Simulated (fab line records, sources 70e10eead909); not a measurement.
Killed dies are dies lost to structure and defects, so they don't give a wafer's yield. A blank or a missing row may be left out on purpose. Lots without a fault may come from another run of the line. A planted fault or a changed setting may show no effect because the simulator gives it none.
A struck lot beside a sound one | flow nand_harc | 12 steps out of a route of 1159
Sound: wafers L620.1, L620.2, L620.5. Struck: wafers L629.1, L629.5. (L629.3 of the same lot was not struck and is left out.) The cause comes at the end.
At each step with rows: each side's tool, then ch and its chambers, then its first start. Under that, the readings that differ: sound wafers | struck wafers | difference of the means | sigmas: that difference in standard deviations of wafers without a fault.
alike: readings whose means differ by less than 2 such deviations, and words and numbers that are the same on both sides. not compared: withheld readings, readings that some wafer has no value for, bounds like >300 that may hide the same value, and numbers for which the record gives no deviation and whose values overlap.
The two part at a step that has a row with sigmas, a row that says differs or no value, or rows on one side only. Numbers that don't overlap but have no deviation are shown without sigmas and don't part them. A reading that every wafer of one side lacks parts them only if that side has two wafers or more.

NHARC_A_WL_FILL_INSPECT_15:
  sound on defect_inspect-01, day 17 11:34; struck on defect_inspect-01, day 18 22:12
  reading          | sound       | struck  | difference | sigmas
  raw_defect_count | 448 425 572 | 217 243 | -252       | -2
NHARC_A_CONTACT_DEP_24: deposits SiO2, target thk 500 nm.
  sound on pecvd-04 ch 0,1, day 17 11:37; struck on pecvd-04 ch 0, day 18 22:29
  alike: heater_power_w, rf_fwd_power_W, showerhead_vpp_V, throttle_valve_pct
NHARC_A_CONTACT_DEP_28: deposits aC, target thk 3600 nm.
  sound on acl_dep-03 ch 0, day 17 14:12; struck on acl_dep-03 ch 0, day 18 23:41
  alike: throttle_valve_pct
NHARC_A_CONTACT_DEP_29: deposits SiON, target thk 70 nm.
  sound on pecvd-02 ch 1,2, day 17 16:26; struck on pecvd-01 ch 0,2, day 19 01:59
  alike: heater_power_w, rf_fwd_power_W, showerhead_vpp_V
then, 5 steps without rows for these wafers: NHARC_A_CONTACT_DEHYDRATE_32 (time 120 s); NHARC_A_CONTACT_HMDS_33 (time 30 s); NHARC_A_CONTACT_COAT_34 (time 75 s); NHARC_A_CONTACT_COAT_35 (time 65 s); NHARC_A_CONTACT_COAT_36 (resist thk 90 nm).
NHARC_A_CONTACT_SOFTBAKE_37: time 55 s.
  sound on litho_track-06 ch 0, day 17 16:00; struck on litho_track-04 ch 0, day 19 02:00
  reading                  | sound                | struck        | difference | sigmas
  heater_power_total_W (W) | 188.31 188.47 188.31 | 222.50 222.56 | +34.17     | +99 or more
then, 1 step without rows for these wafers: NHARC_A_CONTACT_EBR_38.
-- the record jumps here: 3 days lie between the struck wafers' starts before and after (it left off in module A_CONTACT and takes up again in module END, whose first step shown is number 1159 of the route) --
NHARC_END_SORT_01:
  sound on prober-02 ch 0, day 20 15:32; struck on prober-02 ch 0, day 22 00:52
  alike: killed_at_array, killed_at_other, killed_at_periphery, killed_dies, killed_open, killed_short

WHERE THEY PART
First at NHARC_A_WL_FILL_INSPECT_15; last, within this record, at NHARC_A_CONTACT_SOFTBAKE_37. Later steps at which nothing parts them and some readings are alike: NHARC_END_SORT_01.

WHY: what the simulator had put in
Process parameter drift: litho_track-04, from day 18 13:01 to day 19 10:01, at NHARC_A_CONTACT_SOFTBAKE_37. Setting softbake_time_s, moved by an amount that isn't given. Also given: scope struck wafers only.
